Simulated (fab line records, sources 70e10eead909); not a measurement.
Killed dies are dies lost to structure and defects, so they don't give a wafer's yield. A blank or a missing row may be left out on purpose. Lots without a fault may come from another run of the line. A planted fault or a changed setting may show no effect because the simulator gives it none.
Chamber matching | flow nand_harc | NHARC_A_WL_FILL_ETCHBACK_26 on rie_si-05: 4 sister chambers
The step etches the open film in HBr, target depth 52 nm, time 13.3 s. 4 wafers are shown with their chamber, then 7 later ones without.

WAFERS WITH THEIR CHAMBER
wafer  | chamber | rf_fwd_power_W (W)
L087.1 | 3       | 342.5
L087.5 | 0       | 339.5
L089.1 | 1       | 341.1
L089.2 | 2       | 341.9

WAFERS WITHOUT THEIR CHAMBER
wafer  | rf_fwd_power_W (W)
L089.5 | 344.0
L090.1 | 342.6
L090.3 | 342.9
L090.6 | 340.9
L094.1 | 345.1
L094.4 | 341.5
L094.6 | 339.5

WHICH CHAMBER EACH WENT THROUGH
wafer  | from the rows above               | in truth
L089.5 | can't be placed: 3 or 2 or 1      | 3
L090.1 | can't be placed: 3 or 2 or 1      | 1
L090.3 | can't be placed: 3 or 2 or 1      | 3
L090.6 | can't be placed: 1 or 2 or 0 or 3 | 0
L094.1 | can't be placed: 3 or 2 or 1      | 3
L094.4 | can't be placed: 1 or 2 or 3 or 0 | 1
L094.6 | can't be placed: 0 or 1           | 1
Placed correctly: 0 of 7. Can't be placed from these rows: 7 (the true chamber is among the candidates in 7). Placed wrongly: 0.
How it was worked out, from the rows above alone: a wafer's distance from a chamber is the root of the sum, over the readings, of the square of ((its reading less the chamber's mean) divided by the reading's scatter). The wafer belongs to the nearest chamber; if the next one is less than 2 further off, it can't be placed. A chamber's mean is the mean of its shown wafers. The scatter: with one shown wafer a chamber, the root of the mean of the squares of how far each hidden wafer lies from its nearest shown one.
